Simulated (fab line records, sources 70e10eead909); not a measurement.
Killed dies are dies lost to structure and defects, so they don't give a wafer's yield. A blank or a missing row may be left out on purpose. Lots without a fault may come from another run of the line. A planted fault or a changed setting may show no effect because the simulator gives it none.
Which tool did it? | flow nand_harc | 23 lots, 69 wafers sampled, at 5 steps of a route of 1302

WHAT THE GAUGES READ, wafer by wafer
NHARC_A_CONTACT_INSPECT_23. Usual: raw_defect_count 509, standard deviation 130.
lot  | measured     | on                | raw_defect_count | flag
L074 | day 22 12:31 | defect_inspect-01 | 446 433 448      |
L075 | day 23 09:53 | defect_inspect-02 | 651 512 719      |
L077 | day 23 10:02 | defect_inspect-01 | 845 804 663      |
L076 | day 23 19:54 | defect_inspect-02 | 333 444 513      |
L078 | day 24 00:21 | defect_inspect-01 | 681 503 524      |
L079 | day 24 02:32 | defect_inspect-01 | 345 390 343      |
L080 | day 25 04:10 | defect_inspect-02 | 398 443 340      |
L081 | day 25 12:14 | defect_inspect-01 | 582 453 414      |
L082 | day 26 06:01 | defect_inspect-02 | 589 713 1086     |
L084 | day 26 07:43 | defect_inspect-01 | 494 358 527      |
L083 | day 26 10:59 | defect_inspect-02 | 424 395 344      |
L086 | day 27 04:16 | defect_inspect-01 | 553 602 435      |
L087 | day 27 13:58 | defect_inspect-02 | 762 621 643      |
L089 | day 28 06:10 | defect_inspect-01 | 455 456 502      |
L088 | day 28 07:58 | defect_inspect-01 | 534 556 502      |
L091 | day 28 22:22 | defect_inspect-01 | 474 405 335      |
L090 | day 29 15:55 | defect_inspect-02 | 493 731 630      |
L095 | day 30 08:26 | defect_inspect-01 | 363 412 494      |
L092 | day 30 11:01 | defect_inspect-02 | 479 370 373      |
L093 | day 30 12:10 | defect_inspect-01 | 641 463 509      |
L094 | day 31 01:26 | defect_inspect-02 | 461 504 509      |
L096 | day 32 13:07 | defect_inspect-01 | 585 593 518      |
L097 | day 32 15:52 | defect_inspect-01 | 432 413 401      |

NHARC_A_BONDPAD_CD_MEAS_13. Usual: cd_nm 499.1 nm, standard deviation 1.5.
lot  | measured     | on        | cd_nm (nm)        | flag
L074 | day 23 02:13 | cd_sem-01 | 500.6 502.4 500.9 |
L075 | day 23 23:58 | cd_sem-01 | 498.3 497.5 498.5 |
L077 | day 24 00:13 | cd_sem-01 | 497.8 499.7 499.6 |
L076 | day 24 09:52 | cd_sem-03 | 498.3 499.8 499.8 |
L078 | day 24 14:15 | cd_sem-01 | 498.6 499.8 499.7 |
L079 | day 24 16:42 | cd_sem-02 | 501.0 500.4 500.5 |
L080 | day 25 18:46 | cd_sem-02 | 500.6 500.6 500.2 |
L081 | day 26 02:26 | cd_sem-02 | 501.0 500.8 501.8 |
L082 | day 26 19:47 | cd_sem-02 | 496.3 498.2 496.6 |
L084 | day 26 21:31 | cd_sem-03 | 497.7 498.1 498.6 |
L083 | day 27 00:53 | cd_sem-01 | 500.3 498.6 499.7 |
L086 | day 27 18:02 | cd_sem-01 | 498.5 497.1 496.2 |
L087 | day 28 04:45 | cd_sem-01 | 498.2 500.0 498.3 |
L089 | day 28 20:23 | cd_sem-02 | 502.2 500.2 500.5 |
L088 | day 28 21:59 | cd_sem-01 | 498.3 497.2 497.2 |
L091 | day 29 12:35 | cd_sem-03 | 498.9 499.8 497.7 |
L090 | day 30 05:27 | cd_sem-03 | 497.9 498.1 499.2 |
L095 | day 30 22:46 | cd_sem-02 | 500.5 501.4 500.2 |
L092 | day 31 00:39 | cd_sem-01 | 499.4 500.5 500.9 |
L093 | day 31 02:02 | cd_sem-03 | 496.9 497.1 497.7 |
L094 | day 31 15:20 | cd_sem-01 | 500.0 500.0 498.9 |
L096 | day 33 03:05 | cd_sem-02 | 501.7 499.0 498.8 |
L097 | day 33 06:15 | cd_sem-02 | 499.9 497.7 498.2 |

WHICH TOOL RAN EACH LOT (tool, then ch and the chambers of the sampled wafers, then the start)
lot  | NHARC_A_CONTACT_ETCH_110           | NHARC_A_M1_DESCUM_14               | NHARC_A_M1_ETCH_28
L074 | rie_diel-03 ch 0,1,2, day 22 10:20 | rie_diel-08 ch 1,3, day 22 21:12   | rie_diel-05 ch 1,3, day 23 02:13 or earlier
L075 | rie_diel-03 ch 0,1,3, day 23 07:45 | rie_diel-13 ch 0,1, day 23 18:40   | rie_diel-13 ch 1,2, day 23 23:58 or earlier
L077 | rie_diel-11 ch 0,1,3, day 23 07:49 | rie_diel-05 ch 1,3, day 23 19:01   | rie_diel-05 ch 0,2, day 24 00:13 or earlier
L076 | rie_diel-04 ch 0,1,3, day 23 17:43 | rie_diel-08 ch 0,3, day 24 04:40   | rie_diel-05 ch 0,3, day 24 09:52 or earlier
L078 | rie_diel-03 ch 0,2, day 23 21:58   | rie_diel-08 ch 0,1, day 24 09:12   | rie_diel-05 ch 0,2,3, day 24 14:15 or earlier
L079 | rie_diel-04 ch 0,2,3, day 24 00:17 | rie_diel-13 ch 1,2,3, day 24 11:22 | rie_diel-05 ch 0,1,2, day 24 16:42 or earlier
L080 | rie_diel-11 ch 0,1, day 25 02:01   | rie_diel-13 ch 0,1,2, day 25 12:49 | rie_diel-08 ch 2,3, day 25 18:46 or earlier
L081 | rie_diel-03 ch 1,2, day 25 10:00   | rie_diel-13 ch 1,2,3, day 25 21:17 | rie_diel-08 ch 1,2,3, day 26 02:26 or earlier
L082 | rie_diel-04 ch 0,3, day 26 03:08   | rie_diel-13 ch 1,3, day 26 14:46   | rie_diel-13 ch 0,1,3, day 26 19:47 or earlier
L084 | rie_diel-03 ch 0,3, day 26 05:35   | rie_diel-08 ch 3, day 26 16:31     | rie_diel-13 ch 0,1,2, day 26 21:31 or earlier
L083 | rie_diel-04 ch 0,1,2, day 26 08:50 | rie_diel-08 ch 1,3, day 26 19:44   | rie_diel-13 ch 0,1,3, day 27 00:53 or earlier
L086 | rie_diel-03 ch 2,3, day 27 02:05   | rie_diel-08 ch 0,2, day 27 13:02   | rie_diel-13 ch 0,1,3, day 27 18:02 or earlier
L087 | rie_diel-03 ch 1,2, day 27 11:00   | rie_diel-05 ch 0,2,3, day 27 23:44 | rie_diel-13 ch 1,2, day 28 04:45 or earlier
L089 | rie_diel-03 ch 1,2,3, day 28 03:57 | rie_diel-08 ch 0,1,3, day 28 15:10 | rie_diel-05 ch 0,2,3, day 28 20:23 or earlier
L088 | rie_diel-03 ch 1,2,3, day 28 05:47 | rie_diel-08 ch 0,2,3, day 28 16:57 | rie_diel-08 ch 1,3, day 28 21:59 or earlier
L091 | rie_diel-04 ch 0,1,2, day 28 20:10 | rie_diel-05 ch 0,1,3, day 29 07:34 | rie_diel-05 ch 0,1,2, day 29 12:35 or earlier
L090 | rie_diel-03 ch 0,1,2, day 29 13:47 | rie_diel-08 ch 0,2, day 30 00:34   | rie_diel-08 ch 0,2,3, day 30 05:27 or earlier
L095 | rie_diel-04 ch 0,2,3, day 30 06:18 | rie_diel-13 ch 0,1,3, day 30 17:44 | rie_diel-08 ch 0,1,2, day 30 22:46 or earlier
L092 | rie_diel-03 ch 1,2, day 30 08:51   | rie_diel-13 ch 1,3, day 30 19:43   | rie_diel-08 ch 1,2,3, day 31 00:39 or earlier
L093 | rie_diel-11 ch 0,1,2, day 30 10:01 | rie_diel-13 ch 0,3, day 30 21:00   | rie_diel-08 ch 1,2,3, day 31 02:02 or earlier
L094 | rie_diel-03 ch 2,3, day 30 23:14   | rie_diel-13 ch 0,1,3, day 31 10:10 | rie_diel-05 ch 0,2,3, day 31 15:20 or earlier
L096 | rie_diel-04 ch 1,2, day 32 10:07   | rie_diel-13 ch 0,1,2, day 32 22:01 | rie_diel-08 ch 0,1,3, day 33 03:05 or earlier
L097 | rie_diel-03 ch 1,3, day 32 13:43   | rie_diel-13 ch 0,1,3, day 33 01:07 | rie_diel-08 ch 2,3, day 33 06:15 or earlier
- NHARC_A_CONTACT_ETCH_110: etches the open film in CF4/O2, target depth 60 nm, overetch 6 nm, time 33 s.
- NHARC_A_M1_DESCUM_14: chemistry O2, time 3 s.
- NHARC_A_M1_ETCH_28: etches the open film in CF4/N2, target depth 30 nm, time 72.99 s.

WHAT THE TOOLS THEMSELVES READ (means of the sampled wafers that have a number; where no wafer has one, the mark that the record gives instead)
NHARC_A_CONTACT_ETCH_110. Usual: chamber_pressure_mTorr 30.001 mTorr, standard deviation 0.028; drypump_motor_current_A 5.8 A, standard deviation 0.43; oes_product_au 1.003 a.u., standard deviation 0.0078; rf_vpp_V 198.1 V, standard deviation 1.2; showerhead_plenum_p_Torr 1.35 Torr, standard deviation 0.041; throttle_valve_pct 13.399 %, standard deviation 0.0099.
lot  | tool        | chamber_pressure_mTorr (mTorr) | drypump_motor_current_A (A) | oes_product_au (a.u.) | rf_vpp_V (V) | showerhead_plenum_p_Torr (Torr) | throttle_valve_pct (%) | flag
L074 | rie_diel-03 | 30.004                         | 5.8                         | 1.000                 | 197.6        | 1.35                            | 13.397                 |
L075 | rie_diel-03 | 30.000                         | 6.0                         | 0.993                 | 198.7        | 1.37                            | 13.394                 |
L077 | rie_diel-11 | 30.014                         | 5.6                         | 1.007                 | 197.2        | 1.30                            | 13.405                 |
L076 | rie_diel-04 | 30.018                         | 5.4                         | 1.009                 | 198.3        | 1.34                            | 13.397                 |
L078 | rie_diel-03 | 30.007                         | 5.5                         | 1.002                 | 198.2        | 1.33                            | 13.409                 |
L079 | rie_diel-04 | 29.989                         | 5.5                         | 1.011                 | 197.7        | 1.34                            | 13.406                 |
L080 | rie_diel-11 | 29.981                         | 5.5                         | 1.003                 | 194.9        | 1.25                            | 13.396                 |
L081 | rie_diel-03 | 29.999                         | 6.1                         | 1.000                 | 198.7        | 1.36                            | 13.394                 |
L082 | rie_diel-04 | 29.983                         | 5.4                         | 1.008                 | 197.0        | 1.35                            | 13.398                 |
L084 | rie_diel-03 | 30.014                         | 6.1                         | 0.997                 | 198.0        | 1.37                            | 13.401                 |
L083 | rie_diel-04 | 30.012                         | 5.7                         | 1.004                 | 199.2        | 1.36                            | 13.393                 |
L086 | rie_diel-03 | 30.003                         | 6.3                         | 1.001                 | 197.6        | 1.35                            | 13.398                 |
L087 | rie_diel-03 | 30.003                         | 6.0                         | 1.001                 | 198.4        | 1.36                            | 13.390                 |
L089 | rie_diel-03 | 30.006                         | 6.2                         | 1.000                 | 198.9        | 1.35                            | 13.400                 |
L088 | rie_diel-03 | 30.030                         | 6.2                         | 1.002                 | 198.9        | 1.36                            | 13.415                 |
L091 | rie_diel-04 | 29.989                         | 5.7                         | 1.004                 | 198.5        | 1.35                            | 13.403                 |
L090 | rie_diel-03 | 29.989                         | 5.8                         | 1.006                 | 197.3        | 1.34                            | 13.406                 |
L095 | rie_diel-04 | 30.034                         | 5.5                         | 1.005                 | 196.9        | 1.33                            | 13.388                 |
L092 | rie_diel-03 | 30.010                         | 6.1                         | 1.013                 | 198.1        | 1.35                            | 13.399                 |
L093 | rie_diel-11 | 30.025                         | 5.6                         | 1.012                 | 198.8        | 1.38                            | 13.386                 |
L094 | rie_diel-03 | 30.005                         | 6.3                         | 1.005                 | 198.5        | 1.34                            | 13.398                 |
L096 | rie_diel-04 | 29.999                         | 5.9                         | 1.006                 | 198.2        | 1.34                            | 13.400                 |
L097 | rie_diel-03 | 30.008                         | 6.2                         | 1.010                 | 198.8        | 1.38                            | 13.402                 |

NHARC_A_M1_DESCUM_14. Usual: chamber_pressure_mTorr 60.00 mTorr, standard deviation 0.053; drypump_motor_current_A 5.7 A, standard deviation 0.42; oes_product_au 1.000 a.u., standard deviation 0.0073; rf_vpp_V 57.8 V, standard deviation 0.82; showerhead_plenum_p_Torr 1.91 Torr, standard deviation 0.06; throttle_valve_pct 11.310 %, standard deviation 0.0082.
lot  | tool        | chamber_pressure_mTorr (mTorr) | drypump_motor_current_A (A) | oes_product_au (a.u.) | rf_vpp_V (V) | showerhead_plenum_p_Torr (Torr) | throttle_valve_pct (%) | flag
L074 | rie_diel-08 | 59.95                          | 5.4                         | 0.996                 | 58.1         | 1.87                            | 11.305                 |
L075 | rie_diel-13 | 60.01                          | 5.9                         | 0.997                 | 57.0         | 1.87                            | 11.311                 |
L077 | rie_diel-05 | 60.04                          | 6.2                         | 0.994                 | 58.0         | 2.01                            | 11.304                 |
L076 | rie_diel-08 | 60.03                          | 5.8                         | 0.997                 | 57.6         | 1.90                            | 11.305                 |
L078 | rie_diel-08 | 60.05                          | 5.7                         | 0.998                 | 57.7         | 1.87                            | 11.309                 |
L079 | rie_diel-13 | 60.00                          | 5.9                         | 0.999                 | 58.2         | 1.95                            | 11.322                 |
L080 | rie_diel-13 | 60.02                          | 5.9                         | 1.000                 | 58.7         | 1.90                            | 11.304                 |
L081 | rie_diel-13 | 60.03                          | 5.9                         | 0.997                 | 58.2         | 1.95                            | 11.309                 |
L082 | rie_diel-13 | 60.00                          | 5.7                         | 0.990                 | 57.2         | 1.94                            | 11.312                 |
L084 | rie_diel-08 | 60.00                          | 5.1                         | 1.000                 | 57.8         | 1.91                            | 11.306                 |
L083 | rie_diel-08 | 59.99                          | 5.2                         | 1.001                 | 57.8         | 1.89                            | 11.307                 |
L086 | rie_diel-08 | 60.03                          | 6.0                         | 1.002                 | 57.5         | 1.89                            | 11.314                 |
L087 | rie_diel-05 | 59.98                          | 6.1                         | 1.006                 | 58.0         | 1.96                            | 11.298                 |
L089 | rie_diel-08 | 60.01                          | 5.6                         | 0.998                 | 57.4         | 1.89                            | 11.313                 |
L088 | rie_diel-08 | 60.01                          | 5.6                         | 0.998                 | 57.3         | 1.89                            | 11.305                 |
L091 | rie_diel-05 | 60.02                          | 6.1                         | 1.017                 | 59.5         | 1.97                            | 11.308                 |
L090 | rie_diel-08 | 60.02                          | 6.0                         | 1.006                 | 57.8         | 1.89                            | 11.313                 |
L095 | rie_diel-13 | 59.94                          | 5.7                         | 0.988                 | 57.8         | 1.89                            | 11.308                 |
L092 | rie_diel-13 | 59.99                          | 5.9                         | 0.995                 | 58.4         | 1.92                            | 11.313                 |
L093 | rie_diel-13 | 59.98                          | 5.4                         | 0.994                 | 57.7         | 1.85                            | 11.320                 |
L094 | rie_diel-13 | 59.97                          | 5.7                         | 0.999                 | 56.9         | 1.89                            | 11.314                 |
L096 | rie_diel-13 | 60.02                          | 5.9                         | 0.997                 | 58.0         | 1.90                            | 11.308                 |
L097 | rie_diel-13 | 59.99                          | 5.7                         | 1.002                 | 57.4         | 1.89                            | 11.319                 |

NHARC_A_M1_ETCH_28. Usual: chamber_pressure_mTorr 29.997 mTorr, standard deviation 0.026; drypump_motor_current_A 5.9 A, standard deviation 0.45; oes_product_au 1.003 a.u., standard deviation 0.0069; rf_vpp_V 314.3 V, standard deviation 1.6; showerhead_plenum_p_Torr 2.63 Torr, standard deviation 0.077; throttle_valve_pct 19.794 %, standard deviation 0.01.
lot  | tool        | chamber_pressure_mTorr (mTorr) | drypump_motor_current_A (A) | oes_product_au (a.u.) | rf_vpp_V (V) | showerhead_plenum_p_Torr (Torr) | throttle_valve_pct (%) | flag
L074 | rie_diel-05 | 29.978                         | 6.2                         | 1.003                 | 316.1        | 2.75                            | 19.793                 |
L075 | rie_diel-13 | 29.983                         | 6.1                         | 0.991                 | 315.4        | 2.65                            | 19.796                 |
L077 | rie_diel-05 | 30.008                         | 6.3                         | 1.011                 | 314.2        | 2.64                            | 19.788                 |
L076 | rie_diel-05 | 29.978                         | 5.9                         | 1.000                 | 315.9        | 2.71                            | 19.791                 |
L078 | rie_diel-05 | 29.985                         | 6.1                         | 0.998                 | 314.7        | 2.70                            | 19.799                 |
L079 | rie_diel-05 | 30.025                         | 6.3                         | 1.004                 | 313.7        | 2.65                            | 19.801                 |
L080 | rie_diel-08 | 29.978                         | 5.3                         | 1.004                 | 314.4        | 2.60                            | 19.802                 |
L081 | rie_diel-08 | 29.993                         | 5.4                         | 1.007                 | 313.2        | 2.58                            | 19.790                 |
L082 | rie_diel-13 | 30.027                         | 5.7                         | 0.998                 | 313.8        | 2.59                            | 19.797                 |
L084 | rie_diel-13 | 29.990                         | 5.9                         | 1.001                 | 313.8        | 2.61                            | 19.802                 |
L083 | rie_diel-13 | 29.998                         | 5.7                         | 0.999                 | 314.7        | 2.59                            | 19.792                 |
L086 | rie_diel-13 | 30.001                         | 5.7                         | 1.003                 | 312.8        | 2.59                            | 19.788                 |
L087 | rie_diel-13 | 29.987                         | 6.2                         | 1.004                 | 315.8        | 2.69                            | 19.790                 |
L089 | rie_diel-05 | 30.028                         | 6.1                         | 1.014                 | 314.9        | 2.69                            | 19.801                 |
L088 | rie_diel-08 | 29.987                         | 5.2                         | 0.998                 | 313.9        | 2.60                            | 19.806                 |
L091 | rie_diel-05 | 30.004                         | 6.3                         | 1.009                 | 315.2        | 2.65                            | 19.785                 |
L090 | rie_diel-08 | 29.982                         | 5.6                         | 1.008                 | 313.3        | 2.60                            | 19.808                 |
L095 | rie_diel-08 | 30.000                         | 5.7                         | 0.999                 | 313.3        | 2.58                            | 19.798                 |
L092 | rie_diel-08 | 30.019                         | 5.4                         | 1.005                 | 313.3        | 2.58                            | 19.799                 |
L093 | rie_diel-08 | 29.990                         | 5.4                         | 1.006                 | 313.0        | 2.58                            | 19.785                 |
L094 | rie_diel-05 | 29.997                         | 6.1                         | 1.004                 | 315.0        | 2.69                            | 19.790                 |
L096 | rie_diel-08 | 30.002                         | 5.6                         | 1.008                 | 313.7        | 2.59                            | 19.792                 |
L097 | rie_diel-08 | 29.998                         | 5.4                         | 1.007                 | 312.5        | 2.59                            | 19.797                 |

THE ANSWER, worked out from the rows above alone
Rule: a lot is off if the mean of its wafers that have a number lies more than 3 standard deviations from the usual mean. A lot without any number at a reading at which 4 lots or more have one is off too. The other lots that the step has rows for count as sound. The gauges are gone through in route order, then the tools' own readings, and for those a lot's mean is taken as printed above. The first step at which some lot is off is used, and at that step the reading that is off furthest; a lot without a number counts as furthest.
No lot is off at any reading shown: from this, nothing can be told.

WHAT THE SIMULATOR HAD PUT IN
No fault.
